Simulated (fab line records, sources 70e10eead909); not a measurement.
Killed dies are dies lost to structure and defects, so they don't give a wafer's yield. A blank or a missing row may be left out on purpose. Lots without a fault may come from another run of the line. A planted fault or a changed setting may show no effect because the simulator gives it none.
Problem report in the 8D (eight disciplines) form, filled by code | flow nand_harc | the parts of the form that need people (team, actions taken, sign-off) are left out

1. THE PROBLEM
cathode_dc_power_W at NHARC_P_M1_PVD_20 reads a mean of 16708 W on 1 wafer of 1 lot; wafers without a fault read 15000 W with a standard deviation of 2.8. That is +99 or more standard deviations from the usual mean.
The step: deposits TaN, target thk 5 nm, time 8.06 s.
First seen on wafer L723.6, day 14 06:14, on pvd_sputter-02. The record holds 36 wafers of 12 lots with a number at this step. Rule for "out", or "out of limits": more than 4 standard deviations from the usual mean. The other wafers with a number count as sound.

2. WHAT IT IS AND WHAT IT IS NOT
question                    | is                 | is not
which readings at this step | cathode_dc_power_W | throttle_valve_pct
which lots                  | L723               | L704, L706, L707, L708, L709, L710, L711, L712, L713, L716, L719
which wafers of those lots  | L723.6             | L723.3, L723.5
read on which tools         | pvd_sputter-02     | pvd_sputter-01, pvd_sputter-03
when                        | from day 14 06:14  | up to then (35 sound wafers)

3. SUSPECTS, AND WHAT RULES EACH OUT
Counting: a tool at a process step up to the reading stays a suspect if it ran every lot that is out. Sound lots after the first of them don't rule it out here, since some wafers of a struck lot are sound.
- cmp-04 at NHARC_P_M0_CMP_23 (polishes, t overpolish 20 s, target thk 117.54 nm): kept. It ran the lot that is out, L723 (day 14 02:59); its last sound lot up to then is L707 (day 7 08:22).
- pvd_sputter-02 at NHARC_P_M1_PVD_20 (deposits TaN, target thk 5 nm, time 8.06 s): kept. It ran the lot that is out, L723 (day 14 06:14); its last sound lot up to then is L716 (day 11 04:56). Its own readings are out on those wafers: cathode_dc_power_W.
- Within cmp-04 at NHARC_P_M0_CMP_23: the wafers that are out ran in chamber 2; their sound lot-mates ran in chamber 1.
Left after counting: cmp-04 at NHARC_P_M0_CMP_23, pvd_sputter-02 at NHARC_P_M1_PVD_20.

4. THE CAUSE (what the simulator had put in)
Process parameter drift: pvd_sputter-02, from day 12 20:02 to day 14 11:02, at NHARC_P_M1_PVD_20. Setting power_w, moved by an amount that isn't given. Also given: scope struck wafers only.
Counting left 2 suspects, and this tool is among them.

5. THE CHAIN OF EFFECTS, in route order
Each row: a reading whose mean over the struck wafers that have a number lies more than 3 standard deviations from the usual. Only readings for which the record gives a usual standard deviation are gone through. hours: the time from each lot's start at the first step in this table that gives one to its start at this step, as a median over the lots. sigmas: the change in usual standard deviations.
hours | step              | reading            | usual   | on struck wafers | change | sigmas
0     | NHARC_P_M1_PVD_20 | cathode_dc_power_W | 15000 W | 16708            | +1708  | +99 or more
The process steps in it:
- NHARC_P_M1_PVD_20: deposits TaN, target thk 5 nm, time 8.06 s.

6. WHAT WOULD HAVE CAUGHT IT SOONER
In this record the first reading out of limits was taken at day 14 06:14, 34 hours after the fault began at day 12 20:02.
